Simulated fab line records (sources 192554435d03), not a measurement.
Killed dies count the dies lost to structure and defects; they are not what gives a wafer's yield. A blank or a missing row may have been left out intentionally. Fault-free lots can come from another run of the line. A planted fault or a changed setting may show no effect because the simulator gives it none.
Comparing a struck lot with a sound one :: flow n5 finfet :: 24 out of 1938 route steps
Sound: wafers L137.1, L137.4, L137.6. Wafers struck: L139.3, L139.4, L139.6. Last of all comes the cause.
Order at every step that has rows: each side's tool, ch and its chambers, its first start. Under that, the readings that differ: sound wafers :: struck wafers :: difference of the means :: sigmas: that difference in standard deviations of wafers without a fault.
alike: readings whose means differ by less than 2 such deviations, and words and numbers that are the same on both sides. not compared: withheld readings, readings that some wafer has no value for, bounds like >300 that may hide the same value, and numbers for which the record gives no deviation and whose values overlap.
A row with sigmas, a row that says differs or no value, or rows on one side alone: a step with any of these is where the two part. Numbers that have no deviation but don't overlap get no sigmas and don't part them. A reading that every wafer of one side lacks parts them only if that side has two wafers or more.

first, 9 steps without rows for these wafers: N5_BEOL_M2_PEB_09 (peb time 60 s); N5_BEOL_M2_DEVELOP_10 (develop time 30 s); N5_BEOL_M2_DESCUM_16 (chemistry O2, time 7 s); N5_BEOL_M2_ETCH_74 (etches underlayer in N2/H2, target depth 6.5 nm, time 5.2 s); N5_BEOL_M2_ETCH_63 (etches SiARC in CF4, target depth 15.6 nm, time 26 s); N5_BEOL_M2_ETCH_64 (etches SOC in N2/H2, target depth 75 nm, overetch 22.5 nm, time 121.9 s); N5_BEOL_M2_STRIP_65 (strips in N2/H2); N5_BEOL_M2_STRIP_75 (strips in N2/H2); N5_BEOL_M2_STRIP_66 (strips in CF4).
N5_BEOL_M2_HM_OPEN_17: chemistry Cl2/BCl3, target TiN, target depth 20 nm, overetch 6 nm.
  sound on rie metal-02 ch 0,1, day 7 07:48; struck on rie metal-02 ch 0,1, day 8 03:53
  alike: drypump motor current A, mfc ar sccm, oes product au, throttle valve pct
  not compared: rf hours counter h
then, 10 steps without rows for these wafers: N5_BEOL_M2_STRIP_19 (strips in O2); N5_BEOL_M2_COAT_67 (time 60 s, resist thk 60 nm); N5_BEOL_M2_COAT_68 (time 60 s, resist thk 12 nm); N5_BEOL_M2_COAT_76 (time 60 s, resist thk 5 nm); N5_BEOL_M2_COAT_22 (resist thk 30 nm); N5_BEOL_M2_EBR_24; N5_BEOL_M2_SOFTBAKE_23 (time 60 s); N5_BEOL_M2_EXPOSE_25 (exposes mask V1, defocus 5 nm); N5_BEOL_M2_PEB_26 (peb time 60 s); N5_BEOL_M2_DEVELOP_27 (develop time 30 s).
N5_BEOL_M2_INSPECT_30: inspects for defects (brightfield).
  sound on defect inspect-02, day 7 08:32; struck on defect inspect-01, day 8 04:26
reading: raw defect count
sound: 289 414 532
struck: 1299 1241 1206
difference: +837
sigmas: +9
then, 1 step without rows for these wafers: N5_BEOL_M2_DESCUM_33 (chemistry O2, time 7 s).
N5_BEOL_M4_RC_MEAS_101:
  sound on prober-01 ch 0, day 8 17:53; struck on prober-02 ch 0, day 9 18:50
  alike: DIBL_N, DIBL_P, IOFF_N, IOFF_P, ION_N, ION_P, SS_N, SS_P, VT_N, VT_P
-- a jump in the record: the struck wafers' starts before and after are 4 days apart (it breaks off in module BEOL_M4 and resumes in module PASSIVATION, where the first step shown is number 1936 of the route) --
N5_PASSIVATION_PROBE_49:
  record: rows for the struck wafers here (prober-02, day 14 06:50), none for the sound ones

## WHERE THEY PART
Last at N5_PASSIVATION_PROBE_49 as far as this record goes, first at N5_BEOL_M2_INSPECT_30.

WHY: the cause the simulator had injected
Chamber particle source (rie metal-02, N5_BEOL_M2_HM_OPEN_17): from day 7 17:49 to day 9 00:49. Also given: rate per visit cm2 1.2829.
